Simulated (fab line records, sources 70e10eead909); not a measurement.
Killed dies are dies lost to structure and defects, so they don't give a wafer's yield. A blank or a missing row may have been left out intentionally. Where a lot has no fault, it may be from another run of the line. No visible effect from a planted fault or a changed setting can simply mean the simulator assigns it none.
fab line records + flow nand-harc + part 1 of 2: steps 1 to 4 of 6
[record]
- lots = 23
- wafers = 69
- last-day = 33
route steps=1302 shown A_CHANNEL_HOLE_D1@451 A_CHANNEL_HOLE_D2@588 A_STAIRCASE@668
lots that met no fault: from a run of the same line without faults
start-h: hours from the record's opening day to when the first of the lot's shown wafers began + wait-h: time in hours since the lot's previous step + " the same as in the row above + L1.1+2: a single row standing in for several wafers + - value missing, or start not given + * or withheld: withheld + < > ~ a bound
route shown NAME@n: names a module that has steps shown in the file, with the first one's number in the route + usual: mean/standard deviation taken from wafers without a fault + same: alike in all rows + chamber/n: place in a boat + sites: per-site readings + _std_site: the standard deviation of these + _edge_site: the outer-site mean with the inner-site mean subtracted + radius-mm: for every site, how far away it sits from the centre of the wafer + mask NAME#n: copy n + behind: the last tool/chamber to shape the wafer + hold: the reason the lot was held/the length of the hold in hours/how it ended + device: the n, p or np transistor that did not switch + end of line: the tests these same wafers got at the end of their route + a step given without rows: its recipe and nothing more + killed: not the wafer's yield, but the dies lost to structure and defects at the first sort + map: dies across one wafer; x = killed, . = not, _ = none there
set.NAME: the run value of the setting; set.NAME@STEP: its run value at that earlier step + model.NAME: the simulator's own value behind a step, which no gauge read
the route's steps for a sample of lots (tables are steps, rows are wafers)
services: when a tool's chamber went out of use (start-h, in hours from the record's first day, below 0 if earlier), for how many hours, and the reason
[[steps]]
[step NHARC_A_CHANNEL_HOLE_D1_DEP_01]
[recipe]
- target-thk-a = 1400
- target-thk-nm = 140
- temp-c = 400
- pressure-torr = 3.5
- flow-sccm = 200
- rf-w = 350
- material = SiON
[usual]
- heater-power-w = 715/77
- susceptor-temp-C = 400.00/0.21
| lot.wafer | tool     | chamber | start-h | wait-h | heater-power-w | susceptor-temp-C |
|-----------|----------|---------|---------|--------|----------------|------------------|
| L074.3    | pecvd-04 | 1       | 171.64  | 1.0    | 694            | 399.96           |
| L074.1    | "        | 2       | "       | "      | 681            | 399.69           |
| L074.5    | "        | 1       | "       | "      | 691            | 399.95           |
| L075.2    | pecvd-01 | 1       | 187.59  | 1.3    | 701            | 400.33           |
| L075.5    | "        | 0       | "       | "      | 849            | 399.93           |
| L075.4    | "        | 2       | "       | "      | 708            | 400.06           |
| L076.4    | pecvd-01 | 2       | 196.52  | 0.7    | 689            | 400.23           |
| L076.5    | "        | 0       | "       | "      | 827            | 399.97           |
| L076.6    | "        | 1       | "       | "      | 819            | 400.03           |
| L077.3    | pecvd-02 | 2       | 204.52  | 1.0    | 591            | 400.00           |
| L077.2    | "        | 1       | "       | "      | 552            | 399.78           |
| L077.6    | "        | 2       | "       | "      | 594            | 399.68           |
| L078.3    | pecvd-04 | 2       | 222.15  | 1.0    | 628            | 399.96           |
| L078.1    | "        | 1       | "       | "      | 629            | 399.89           |
| L078.6    | "        | 0       | "       | "      | 778            | 400.11           |
| L080.3    | pecvd-01 | 2       | 235.46  | 1.0    | 788            | 399.95           |
| L080.5    | "        | 2       | "       | "      | 770            | 399.62           |
| L080.6    | "        | 0       | "       | "      | 802            | 400.22           |
| L079.1    | pecvd-04 | 0       | 235.86  | 1.6    | 763            | 399.84           |
| L079.2    | "        | 2       | "       | "      | 597            | 400.16           |
| L079.4    | "        | 2       | "       | "      | 624            | 400.34           |
| L081.1    | pecvd-01 | 2       | 245.19  | 1.6    | 771            | 400.23           |
| L081.4    | "        | 2       | "       | "      | 758            | 400.11           |
| L081.6    | "        | 1       | "       | "      | 778            | 399.76           |
| L082.1    | pecvd-04 | 2       | 265.41  | 1.6    | 742            | 400.12           |
| L082.2    | "        | 0       | "       | "      | 731            | 400.13           |
| L082.5    | "        | 1       | "       | "      | 661            | 399.88           |
| L083.1    | pecvd-01 | 1       | 271.86  | 1.7    | 829            | 400.15           |
| L083.4    | "        | 2       | "       | "      | 691            | 399.56           |
| L083.5    | "        | 1       | "       | "      | 690            | 399.81           |
| L084.1    | pecvd-02 | 2       | 280.49  | 1.6    | 689            | 399.85           |
| L084.3    | "        | 0       | "       | "      | 601            | 399.90           |
| L084.6    | "        | 0       | "       | "      | 583            | 399.63           |
| L086.2    | pecvd-01 | 0       | 297.95  | 1.3    | 827            | 400.22           |
| L086.4    | "        | 2       | "       | "      | 769            | 400.18           |
| L086.6    | "        | 1       | "       | "      | 742            | 400.00           |
| L085.1    | pecvd-02 | 1       | 299.46  | 1.6    | 640            | 399.71           |
| L085.4    | "        | 1       | "       | "      | 648            | 399.52           |
| L085.6    | "        | 0       | "       | "      | 598            | 399.69           |
| L087.1    | pecvd-04 | 0       | 309.81  | 1.6    | 775            | 399.87           |
| L087.4    | "        | 2       | "       | "      | 654            | 400.11           |
| L087.5    | "        | 0       | "       | "      | 748            | 399.71           |
| L088.1    | pecvd-04 | 2       | 326.73  | 1.7    | 609            | 400.18           |
| L088.4    | "        | 1       | "       | "      | 619            | 400.14           |
| L088.6    | "        | 0       | "       | "      | 749            | 400.00           |
| L089.2    | pecvd-01 | 1       | 327.00  | 1.3    | 818            | 400.38           |
| L089.1    | "        | 0       | "       | "      | 853            | 399.97           |
| L089.4    | "        | 0       | "       | "      | 701            | 400.01           |
| L090.2    | pecvd-01 | 0       | 339.37  | 1.3    | 819            | 400.01           |
| L090.3    | "        | 1       | "       | "      | 772            | 400.19           |
| L090.5    | "        | 2       | "       | "      | 785            | 400.14           |
| L091.6    | pecvd-04 | 2       | 351.69  | 0.1    | 690            | 400.06           |
| L091.5    | "        | 0       | "       | "      | 721            | 400.41           |
| L091.4    | "        | 1       | "       | "      | 654            | 400.19           |
| L092.3    | pecvd-02 | 0       | 357.68  | 1.0    | 663            | 400.03           |
| L092.2    | "        | 2       | "       | "      | 688            | 400.09           |
| L092.5    | "        | 0       | "       | "      | 674            | 400.06           |
| L093.1    | pecvd-01 | 1       | 363.45  | 1.6    | 804            | 400.12           |
| L093.4    | "        | 2       | "       | "      | 723            | 399.77           |
| L093.6    | "        | 0       | "       | "      | 823            | 399.99           |
| L094.2    | pecvd-02 | 1       | 390.75  | 1.3    | 637            | 400.22           |
| L094.3    | "        | 0       | "       | "      | 672            | 399.84           |
| L094.5    | "        | 1       | "       | "      | 634            | 400.00           |
| L095.1    | pecvd-04 | 1       | 391.97  | 1.6    | 647            | 400.09           |
| L095.3    | "        | 2       | "       | "      | 568            | 400.12           |
| L095.6    | "        | 1       | "       | "      | 650            | 400.06           |
| L097.2    | pecvd-01 | 2       | 408.39  | 1.3    | 737            | 399.77           |
| L097.1    | "        | 1       | "       | "      | 739            | 400.36           |
| L097.4    | "        | 1       | "       | "      | 731            | 400.30           |
[step NHARC_A_CHANNEL_HOLE_D1_CD_MEAS_18]
[usual]
- cd-nm = 99.8/2
| lot.wafer | tool      | chamber | start-h | wait-h | cd-nm |
|-----------|-----------|---------|---------|--------|-------|
| L074.1    | cd-sem-01 | -       | 173.63  | -      | 94.3  |
| L074.3    | "         | -       | "       | "      | 98.4  |
| L074.5    | "         | -       | "       | "      | 99.1  |
| L075.2    | cd-sem-03 | -       | 189.58  | -      | 101.6 |
| L075.4    | "         | -       | "       | "      | 101.2 |
| L075.5    | "         | -       | "       | "      | 102.3 |
| L076.4    | cd-sem-01 | -       | 198.65  | -      | 101.7 |
| L076.5    | "         | -       | "       | "      | 101.6 |
| L076.6    | "         | -       | "       | "      | 100.8 |
| L077.2    | cd-sem-02 | -       | 206.56  | -      | 99.2  |
| L077.3    | "         | -       | "       | "      | 100.5 |
| L077.6    | "         | -       | "       | "      | 97.7  |
| L078.1    | cd-sem-02 | -       | 224.06  | -      | 98.2  |
| L078.3    | "         | -       | "       | "      | 99.6  |
| L078.6    | "         | -       | "       | "      | 96.3  |
| L080.3    | cd-sem-03 | -       | 237.50  | -      | 101.2 |
| L080.5    | "         | -       | "       | "      | 98.2  |
| L080.6    | "         | -       | "       | "      | 97.2  |
| L079.1    | cd-sem-01 | -       | 238.19  | -      | 99.5  |
| L079.2    | "         | -       | "       | "      | 98.4  |
| L079.4    | "         | -       | "       | "      | 98.3  |
| L081.1    | cd-sem-03 | -       | 247.18  | -      | 100.7 |
| L081.4    | "         | -       | "       | "      | 96.6  |
| L081.6    | "         | -       | "       | "      | 98.9  |
| L082.1    | cd-sem-02 | -       | 267.29  | -      | 101.8 |
| L082.2    | "         | -       | "       | "      | 98.5  |
| L082.5    | "         | -       | "       | "      | 100.1 |
| L083.1    | cd-sem-01 | -       | 274.15  | -      | 98.9  |
| L083.4    | "         | -       | "       | "      | 102.8 |
| L083.5    | "         | -       | "       | "      | 95.6  |
| L084.1    | cd-sem-02 | -       | 282.48  | -      | 100.5 |
| L084.3    | "         | -       | "       | "      | 99.8  |
| L084.6    | "         | -       | "       | "      | 103.0 |
| L086.2    | cd-sem-03 | -       | 299.81  | -      | 99.0  |
| L086.4    | "         | -       | "       | "      | 100.3 |
| L086.6    | "         | -       | "       | "      | 100.8 |
| L085.1    | cd-sem-01 | -       | 301.53  | -      | 98.0  |
| L085.4    | "         | -       | "       | "      | 102.1 |
| L085.6    | "         | -       | "       | "      | 100.6 |
| L087.1    | cd-sem-03 | -       | 311.78  | -      | 100.1 |
| L087.4    | "         | -       | "       | "      | 103.7 |
| L087.5    | "         | -       | "       | "      | 100.5 |
| L088.1    | cd-sem-03 | -       | 328.72  | -      | 102.9 |
| L088.4    | "         | -       | "       | "      | 103.0 |
| L088.6    | "         | -       | "       | "      | 97.3  |
| L089.1    | cd-sem-03 | -       | 329.02  | -      | 103.2 |
| L089.2    | "         | -       | "       | "      | 99.7  |
| L089.4    | "         | -       | "       | "      | 101.2 |
| L090.2    | cd-sem-01 | -       | 341.38  | -      | 98.0  |
| L090.3    | "         | -       | "       | "      | 99.9  |
| L090.5    | "         | -       | "       | "      | 98.6  |
| L091.4    | cd-sem-03 | -       | 353.76  | -      | 99.6  |
| L091.5    | "         | -       | "       | "      | 102.2 |
| L091.6    | "         | -       | "       | "      | 101.6 |
| L092.2    | cd-sem-02 | -       | 359.74  | -      | 101.8 |
| L092.3    | "         | -       | "       | "      | 98.1  |
| L092.5    | "         | -       | "       | "      | 99.6  |
| L093.1    | cd-sem-02 | -       | 365.34  | -      | 100.4 |
| L093.4    | "         | -       | "       | "      | 98.4  |
| L093.6    | "         | -       | "       | "      | 100.3 |
| L094.2    | cd-sem-01 | -       | 392.64  | -      | 99.4  |
| L094.3    | "         | -       | "       | "      | 104.5 |
| L094.5    | "         | -       | "       | "      | 102.1 |
| L095.1    | cd-sem-02 | -       | 393.99  | -      | 98.7  |
| L095.3    | "         | -       | "       | "      | 100.7 |
| L095.6    | "         | -       | "       | "      | 99.7  |
| L097.1    | cd-sem-01 | -       | 410.59  | -      | 98.8  |
| L097.2    | "         | -       | "       | "      | 98.3  |
| L097.4    | "         | -       | "       | "      | 98.5  |
[step NHARC_A_CHANNEL_HOLE_D1_ETCH_23]
[recipe]
- bias-v = 5000
- source-w = withheld
- pressure-mtorr = 20
- time-s = 819
- ar-flow-sccm = 375
- c4f8-flow-sccm = 89.3
- o2-flow-sccm = 35.7
- temp-c = -20
- target-depth-a = 16000
- chemistry = C4F8/O2/Ar
[usual]
- drypump-motor-current-A = 5.9/0.68
- mfc-ar-sccm = 374.9/1.1
- showerhead-plenum-p-Torr = 3.64/0.11
- throttle-valve-pct = 32.154/0.0096
| lot.wafer | tool        | chamber | start-h | wait-h | drypump-motor-current-A | mfc-ar-sccm | rf-hours-counter-h | showerhead-plenum-p-Torr | throttle-valve-pct |
|-----------|-------------|---------|---------|--------|-------------------------|-------------|--------------------|--------------------------|--------------------|
| L074.1    | har-etch-01 | 0       | 175.26  | 0.5    | 6.3                     | 376.2       | 77                 | 3.74                     | 32.148             |
| L074.3    | "           | 0       | "       | "      | 6.3                     | 373.9       | -                  | 3.74                     | 32.162             |
| L074.5    | "           | 1       | "       | "      | 4.8                     | 373.6       | -                  | 3.71                     | 32.147             |
| L075.2    | har-etch-01 | 0       | 191.08  | 0.5    | 6.3                     | 375.4       | 85                 | 3.74                     | 32.157             |
| L075.4    | "           | 0       | "       | "      | 6.3                     | 375.3       | -                  | 3.74                     | 32.160             |
| L075.5    | "           | 0       | "       | "      | 6.3                     | 376.7       | -                  | 3.74                     | 32.162             |
| L076.4    | har-etch-02 | 1       | 200.39  | 0.5    | 6.3                     | 376.2       | -                  | 3.46                     | 32.156             |
| L076.5    | "           | 1       | "       | "      | 6.4                     | 372.7       | -                  | 3.46                     | 32.157             |
| L076.6    | "           | 0       | "       | "      | 6.4                     | 375.6       | -                  | 3.68                     | 32.146             |
| L077.2    | har-etch-01 | 0       | 208.07  | 0.5    | 6.3                     | 373.3       | 96                 | 3.73                     | 32.151             |
| L077.3    | "           | 1       | "       | "      | 4.8                     | 374.6       | -                  | 3.70                     | 32.149             |
| L077.6    | "           | 0       | "       | "      | 6.3                     | 375.1       | -                  | 3.73                     | 32.151             |
| L078.1    | har-etch-01 | 0       | 225.57  | 0.5    | 6.3                     | 374.8       | 104                | 3.73                     | 32.156             |
| L078.3    | "           | 1       | "       | "      | 4.8                     | 373.5       | -                  | 3.69                     | 32.150             |
| L078.6    | "           | 0       | "       | "      | 6.3                     | 375.5       | -                  | 3.73                     | 32.173             |
| L080.3    | har-etch-02 | 0       | 239.25  | 0.5    | 6.4                     | 374.2       | -                  | 3.67                     | 32.146             |
| L080.5    | "           | 0       | "       | "      | 6.4                     | 375.4       | -                  | 3.67                     | 32.180             |
| L080.6    | "           | 1       | "       | "      | 6.4                     | 374.6       | -                  | 3.45                     | 32.158             |
| L079.1    | har-etch-01 | 1       | 241.41  | 0.5    | 4.8                     | 375.5       | 115                | 3.69                     | 32.151             |
| L079.2    | "           | 0       | "       | "      | 6.3                     | 374.9       | 115                | 3.72                     | 32.148             |
| L079.4    | "           | 1       | "       | "      | 4.8                     | 374.5       | -                  | 3.69                     | 32.156             |
| L081.1    | har-etch-02 | 1       | 248.70  | 0.5    | 6.4                     | 375.1       | 338                | 3.45                     | 32.152             |
| L081.4    | "           | 0       | "       | "      | 6.4                     | 376.6       | -                  | 3.67                     | 32.163             |
| L081.6    | "           | 1       | "       | "      | 6.4                     | 376.1       | -                  | 3.45                     | 32.149             |
| L082.2    | har-etch-02 | 0       | 269.44  | 0.5    | 6.4                     | 373.9       | 349                | 3.66                     | 32.153             |
| L082.1    | "           | 1       | "       | "      | 6.3                     | 374.6       | 349                | 3.44                     | 32.140             |
| L082.5    | "           | 1       | "       | "      | 6.4                     | 374.4       | -                  | 3.44                     | 32.164             |
| L083.1    | har-etch-02 | 0       | 275.79  | 0.5    | 6.4                     | 373.5       | 353                | 3.66                     | 32.168             |
| L083.4    | "           | 0       | "       | "      | 6.4                     | 373.8       | -                  | 3.66                     | 32.171             |
| L083.5    | "           | 0       | "       | "      | 6.4                     | 374.8       | -                  | 3.66                     | 32.179             |
| L084.1    | har-etch-01 | 0       | 288.26  | 0.5    | 6.3                     | 375.6       | 142                | 3.70                     | 32.140             |
| L084.3    | "           | 1       | "       | "      | 4.8                     | 374.1       | -                  | 3.67                     | 32.160             |
| L084.6    | "           | 1       | "       | "      | 4.8                     | 374.2       | -                  | 3.67                     | 32.151             |
| L086.2    | har-etch-02 | 1       | 301.33  | 0.5    | 6.4                     | 375.0       | 369                | 3.43                     | 32.153             |
| L086.4    | "           | 1       | "       | "      | 6.4                     | 374.2       | -                  | 3.43                     | 32.132             |
| L086.6    | "           | 0       | "       | "      | 6.4                     | 374.8       | -                  | 3.65                     | 32.164             |
| L085.1    | har-etch-01 | 0       | 303.75  | 0.5    | 6.3                     | 375.2       | 150                | 3.70                     | 32.136             |
| L085.4    | "           | 1       | "       | "      | 4.9                     | 373.4       | -                  | 3.67                     | 32.160             |
| L085.6    | "           | 1       | "       | "      | 4.8                     | 374.8       | -                  | 3.67                     | 32.159             |
| L087.1    | har-etch-02 | 0       | 313.30  | 0.5    | 6.4                     | 376.0       | 376                | 3.65                     | 32.152             |
| L087.4    | "           | 1       | "       | "      | 6.4                     | 375.2       | -                  | 3.43                     | 32.137             |
| L087.5    | "           | 0       | "       | "      | 6.4                     | 376.8       | -                  | 3.65                     | 32.159             |
| L088.1    | har-etch-01 | 0       | 330.23  | 0.5    | 6.3                     | 375.2       | 165                | 3.69                     | 32.166             |
| L088.4    | "           | 1       | "       | "      | 4.8                     | 374.7       | -                  | 3.66                     | 32.153             |
| L088.6    | "           | 0       | "       | "      | 6.3                     | 374.1       | -                  | 3.69                     | 32.165             |
| L089.2    | har-etch-02 | 0       | 330.53  | 0.5    | 6.4                     | 376.0       | 388                | 3.64                     | 32.166             |
| L089.1    | "           | 1       | "       | "      | 6.4                     | 374.8       | 388                | 3.42                     | 32.142             |
| L089.4    | "           | 1       | "       | "      | 6.4                     | 374.5       | -                  | 3.42                     | 32.153             |
| L090.2    | har-etch-01 | 1       | 342.90  | 0.5    | 4.8                     | 375.0       | 173                | 3.65                     | 32.162             |
| L090.3    | "           | 0       | "       | "      | 6.3                     | 374.1       | -                  | 3.69                     | 32.150             |
| L090.5    | "           | 0       | "       | "      | 6.3                     | 374.6       | -                  | 3.69                     | 32.132             |
| L091.4    | har-etch-01 | 0       | 355.47  | 0.5    | 6.3                     | 374.3       | -                  | 3.68                     | 32.163             |
| L091.6    | "           | 0       | "       | "      | 6.3                     | 373.0       | -                  | 3.68                     | 32.164             |
| L091.5    | "           | 1       | "       | "      | 4.9                     | 372.1       | -                  | 3.65                     | 32.165             |
| L092.2    | har-etch-01 | 0       | 361.27  | 0.5    | 6.3                     | 374.4       | 184                | 3.68                     | 32.150             |
| L092.3    | "           | 0       | "       | "      | 6.3                     | 376.1       | -                  | 3.68                     | 32.147             |
| L092.5    | "           | 0       | "       | "      | 6.3                     | 373.0       | -                  | 3.68                     | 32.151             |
| L093.1    | har-etch-02 | 1       | 366.86  | 0.5    | 6.4                     | 376.1       | 407                | 3.41                     | 32.146             |
| L093.4    | "           | 1       | "       | "      | 6.4                     | 376.6       | -                  | 3.41                     | 32.155             |
| L093.6    | "           | 0       | "       | "      | 6.4                     | 375.2       | -                  | 3.63                     | 32.153             |
| L094.2    | har-etch-01 | 1       | 398.72  | 0.5    | 4.8                     | 377.2       | 200                | 3.64                     | 32.154             |
| L094.3    | "           | 1       | "       | "      | 4.9                     | 376.0       | -                  | 3.64                     | 32.154             |
| L094.5    | "           | 1       | "       | "      | 4.9                     | 375.8       | -                  | 3.64                     | 32.171             |
| L095.1    | har-etch-02 | 0       | 399.71  | 0.5    | 6.4                     | 373.7       | 5                  | 3.62                     | 32.156             |
| L095.3    | "           | 0       | "       | "      | 6.4                     | 374.2       | -                  | 3.62                     | 32.160             |
| L095.6    | "           | 0       | "       | "      | 6.4                     | 374.5       | -                  | 3.62                     | 32.165             |
| L097.2    | har-etch-01 | 0       | 412.56  | 0.5    | 6.3                     | 374.5       | 211                | 3.67                     | 32.165             |
| L097.1    | "           | 1       | "       | "      | 4.8                     | 375.2       | 211                | 3.63                     | 32.156             |
| L097.4    | "           | 1       | "       | "      | 4.8                     | 375.2       | -                  | 3.63                     | 32.138             |
[step NHARC_A_CHANNEL_HOLE_D2_ETCH_34]
[recipe]
- target-depth-a = 1540
- time-s = 77
- cf4-flow-sccm = 100
- chf3-flow-sccm = 30
- ar-flow-sccm = 0
- rf-w = 500
- bias-w = 200
- chemistry = CF4/CHF3
[usual]
- chf3-flow-sccm = 30.00/0.11
- drypump-motor-current-A = 5.8/0.46
- mfc-ar-sccm = 0.006/0.011
- oes-product-au = 0.956/0.019
- rf-vpp-V = 370.9/1.9
- showerhead-plenum-p-Torr = 1.58/0.053
- throttle-valve-pct = 16.804/0.0098
| lot.wafer | tool        | chamber | start-h | wait-h | chf3-flow-sccm | drypump-motor-current-A | mfc-ar-sccm | oes-product-au | rf-hours-counter-h | rf-vpp-V | showerhead-plenum-p-Torr | throttle-valve-pct |
|-----------|-------------|---------|---------|--------|----------------|-------------------------|-------------|----------------|--------------------|----------|--------------------------|--------------------|
| L074.1    | rie-diel-09 | 0       | -       | -      | 29.85          | 5.9                     | 0.040       | 0.955          | 8                  | 372.7    | 1.65                     | 16.808             |
| L074.3    | "           | 3       | "       | "      | 30.02          | 5.8                     | 0           | 0.957          | 9                  | 370.4    | 1.56                     | 16.799             |
| L074.5    | "           | 1       | "       | "      | 30.01          | 5.3                     | 0           | 0.973          | -                  | 368.9    | 1.55                     | 16.780             |
| L075.2    | rie-diel-09 | 2       | -       | -      | 29.84          | 6.1                     | 0           | 0.963          | 10                 | 370.9    | 1.61                     | 16.811             |
| L075.4    | "           | 1       | "       | "      | 30.15          | 5.3                     | 0           | 0.975          | 9                  | 369.4    | 1.55                     | 16.794             |
| L075.5    | "           | 3       | "       | "      | 29.97          | 5.8                     | 0           | 0.967          | -                  | 369.7    | 1.56                     | 16.800             |
| L076.4    | rie-diel-09 | 2       | -       | -      | 29.96          | 6.1                     | 0           | 0.958          | 11                 | 371.2    | 1.61                     | 16.803             |
| L076.5    | "           | 1       | "       | "      | 29.96          | 5.3                     | 0           | 0.963          | -                  | 370.4    | 1.55                     | 16.802             |
| L076.6    | "           | 2       | "       | "      | 29.96          | 6.1                     | 0           | 0.955          | -                  | 372.0    | 1.61                     | 16.808             |
| L077.3    | rie-diel-03 | 1       | -       | -      | 29.97          | 5.7                     | 0           | 0.950          | 2                  | 369.7    | 1.52                     | 16.793             |
| L077.2    | "           | 3       | "       | "      | 30.16          | 5.7                     | 0.007       | 0.983          | 2                  | 370.1    | 1.58                     | 16.814             |
| L077.6    | "           | 2       | "       | "      | 29.99          | 6.2                     | 0.006       | 0.980          | -                  | 368.6    | 1.50                     | 16.791             |
| L078.1    | rie-diel-07 | 0       | -       | -      | 30.03          | 6.7                     | 0           | 0.916          | 1                  | 373.6    | 1.65                     | 16.810             |
| L078.3    | "           | 1       | "       | "      | 30.09          | 6.2                     | 0.013       | 0.939          | 1                  | 369.5    | 1.53                     | 16.815             |
| L078.6    | "           | 0       | "       | "      | 30.13          | 6.7                     | 0           | 0.912          | -                  | 373.9    | 1.65                     | 16.807             |
| L079.2    | rie-diel-03 | 3       | -       | -      | 30.08          | 5.7                     | 0.007       | 0.941          | 4                  | 370.5    | 1.58                     | 16.794             |
| L079.4    | "           | 0       | "       | "      | 29.84          | 5.8                     | 0           | 0.940          | 3                  | 368.8    | 1.52                     | 16.801             |
| L079.1    | "           | 1       | "       | "      | 30.07          | 5.7                     | 0           | 0.941          | 3                  | 367.8    | 1.52                     | 16.798             |
| L080.3    | rie-diel-07 | 3       | -       | -      | 30.08          | 5.5                     | 0           | 0.945          | -                  | 371.8    | 1.60                     | 16.813             |
| L080.5    | "           | 0       | "       | "      | 30.04          | 6.7                     | 0           | 0.930          | -                  | 371.0    | 1.65                     | 16.804             |
| L080.6    | "           | 3       | "       | "      | 30.05          | 5.5                     | 0           | 0.948          | -                  | 370.5    | 1.60                     | 16.802             |
| L081.1    | rie-diel-07 | 1       | -       | -      | 30.14          | 6.2                     | 0.013       | 0.952          | 2                  | 368.6    | 1.53                     | 16.791             |
| L081.4    | "           | 0       | "       | "      | 29.98          | 6.7                     | 0           | 0.951          | 4                  | 373.5    | 1.65                     | 16.801             |
| L081.6    | "           | 2       | "       | "      | 30.17          | 5.0                     | 0           | 0.973          | -                  | 371.9    | 1.67                     | 16.793             |
| L083.4    | rie-diel-09 | 1       | -       | -      | 30.03          | 5.3                     | 0           | 0.962          | 3                  | 370.8    | 1.55                     | 16.784             |
| L083.1    | "           | 0       | "       | "      | 29.86          | 6.0                     | 0.040       | 0.963          | 2                  | 373.7    | 1.65                     | 16.811             |
| L083.5    | "           | 2       | "       | "      | 30.04          | 6.1                     | 0           | 0.974          | -                  | 372.1    | 1.61                     | 16.795             |
| L082.2    | rie-diel-03 | 3       | -       | -      | 30.13          | 5.7                     | 0.007       | 0.973          | 6                  | 370.7    | 1.58                     | 16.796             |
| L082.1    | "           | 0       | "       | "      | 30.15          | 5.9                     | 0           | 0.947          | 5                  | 367.7    | 1.52                     | 16.802             |
| L082.5    | "           | 2       | "       | "      | 30.07          | 6.2                     | 0.006       | 0.971          | -                  | 366.8    | 1.50                     | 16.797             |
| L085.1    | rie-diel-07 | 2       | -       | -      | 29.93          | 5.0                     | 0           | 0.966          | 5                  | 373.9    | 1.67                     | 16.807             |
| L085.4    | "           | 3       | "       | "      | 29.97          | 5.5                     | 0           | 0.973          | 6                  | 371.8    | 1.60                     | 16.797             |
| L085.6    | "           | 3       | "       | "      | 30.05          | 5.5                     | 0           | 0.971          | -                  | 372.5    | 1.60                     | 16.795             |
| L084.1    | rie-diel-03 | 2       | -       | -      | 30.02          | 6.2                     | 0.006       | 0.974          | 5                  | 366.9    | 1.50                     | 16.806             |
| L084.3    | "           | 0       | "       | "      | 29.91          | 5.8                     | 0           | 0.953          | 7                  | 369.7    | 1.52                     | 16.803             |
| L084.6    | "           | 3       | "       | "      | 30.08          | 5.7                     | 0.007       | 0.970          | -                  | 371.9    | 1.58                     | 16.796             |
| L086.4    | rie-diel-07 | 1       | -       | -      | 30.07          | 6.2                     | 0.013       | 0.967          | 5                  | 369.1    | 1.53                     | 16.821             |
| L086.2    | "           | 2       | "       | "      | 29.96          | 5.0                     | 0           | 0.958          | 6                  | 371.8    | 1.66                     | 16.811             |
| L086.6    | "           | 1       | "       | "      | 29.97          | 6.2                     | 0.013       | 0.964          | -                  | 369.4    | 1.53                     | 16.797             |
| L087.4    | rie-diel-07 | 0       | -       | -      | 29.92          | 6.7                     | 0           | 0.920          | 7                  | 375.1    | 1.65                     | 16.796             |
| L087.1    | "           | 2       | "       | "      | 30.01          | 5.0                     | 0           | 0.932          | 7                  | 374.5    | 1.66                     | 16.814             |
| L087.5    | "           | 0       | "       | "      | 29.85          | 6.8                     | 0           | 0.922          | -                  | 374.5    | 1.65                     | 16.802             |
| L089.4    | rie-diel-07 | 0       | -       | -      | 30.16          | 6.7                     | 0           | 0.925          | 8                  | 373.4    | 1.65                     | 16.801             |
| L089.2    | "           | 1       | "       | "      | 29.86          | 6.2                     | 0.013       | 0.926          | 7                  | 369.0    | 1.52                     | 16.800             |
| L089.1    | "           | 2       | "       | "      | 30.07          | 5.0                     | 0           | 0.937          | 8                  | 373.2    | 1.66                     | 16.809             |
| L088.1    | rie-diel-09 | 0       | -       | -      | 30.10          | 6.0                     | 0.040       | 0.969          | 6                  | 373.1    | 1.65                     | 16.809             |
| L088.4    | "           | 3       | "       | "      | 29.98          | 5.8                     | 0           | 0.956          | 6                  | 370.3    | 1.56                     | 16.798             |
| L088.6    | "           | 0       | "       | "      | 30.02          | 6.0                     | 0.040       | 0.970          | -                  | 373.7    | 1.65                     | 16.825             |
| L090.2    | rie-diel-03 | 1       | -       | -      | 30.00          | 5.7                     | 0           | 0.924          | 8                  | 369.4    | 1.52                     | 16.803             |
| L090.3    | "           | 2       | "       | "      | 29.96          | 6.2                     | 0.006       | 0.930          | 8                  | 368.1    | 1.50                     | 16.826             |
| L090.5    | "           | 3       | "       | "      | 29.87          | 5.7                     | 0.007       | 0.927          | -                  | 371.0    | 1.58                     | 16.796             |
| L091.4    | rie-diel-09 | 3       | -       | -      | 29.80          | 5.8                     | 0           | 0.962          | 7                  | 370.8    | 1.56                     | 16.805             |
| L091.6    | "           | 0       | "       | "      | 30.05          | 6.0                     | 0.040       | 0.971          | -                  | 372.5    | 1.65                     | 16.798             |
| L091.5    | "           | 1       | "       | "      | 30.02          | 5.3                     | 0           | 0.966          | -                  | 369.4    | 1.54                     | 16.806             |
| L092.2    | rie-diel-09 | 3       | -       | -      | 29.97          | 5.8                     | 0           | 0.979          | 7                  | 370.1    | 1.56                     | 16.796             |
| L092.3    | "           | 0       | "       | "      | 29.84          | 6.0                     | 0.040       | 0.967          | 8                  | 372.5    | 1.65                     | 16.814             |
| L092.5    | "           | 3       | "       | "      | 29.95          | 5.9                     | 0           | 0.977          | -                  | 370.0    | 1.56                     | 16.817             |
| L093.4    | rie-diel-03 | 0       | -       | -      | 30.06          | 5.8                     | 0           | 0.959          | 0                  | 368.9    | 1.52                     | 16.799             |
| L093.1    | "           | 2       | "       | "      | 30.10          | 6.2                     | 0.006       | 0.953          | 0                  | 368.8    | 1.50                     | 16.809             |
| L093.6    | "           | 0       | "       | "      | 30.05          | 5.8                     | 0           | 0.967          | -                  | 370.3    | 1.52                     | 16.804             |
| L094.2    | rie-diel-09 | 1       | -       | -      | 29.99          | 5.3                     | 0           | 0.974          | 0                  | 370.6    | 1.54                     | 16.788             |
| L094.3    | "           | 3       | "       | "      | 29.99          | 5.8                     | 0           | 0.983          | 0                  | 371.9    | 1.56                     | 16.795             |
| L094.5    | "           | 1       | "       | "      | 29.96          | 5.3                     | 0           | 0.974          | -                  | 370.5    | 1.54                     | 16.799             |
| L095.1    | rie-diel-07 | 1       | -       | -      | 29.91          | 6.2                     | 0.013       | 0.950          | 1                  | 368.2    | 1.52                     | 16.798             |
| L095.3    | "           | 2       | "       | "      | 30.17          | 4.9                     | 0           | 0.951          | 1                  | 373.7    | 1.66                     | 16.808             |
| L095.6    | "           | 0       | "       | "      | 29.90          | 6.7                     | 0           | 0.928          | -                  | 373.0    | 1.65                     | 16.811             |
| L097.2    | rie-diel-07 | 1       | -       | -      | 30.12          | 6.2                     | 0.013       | 0.959          | 2                  | 369.2    | 1.52                     | 16.812             |
| L097.1    | "           | 2       | "       | "      | 29.86          | 4.9                     | 0           | 0.975          | 2                  | 373.9    | 1.66                     | 16.813             |
| L097.4    | "           | 3       | "       | "      | 29.97          | 5.5                     | 0           | 0.981          | 2                  | 370.6    | 1.60                     | 16.791             |
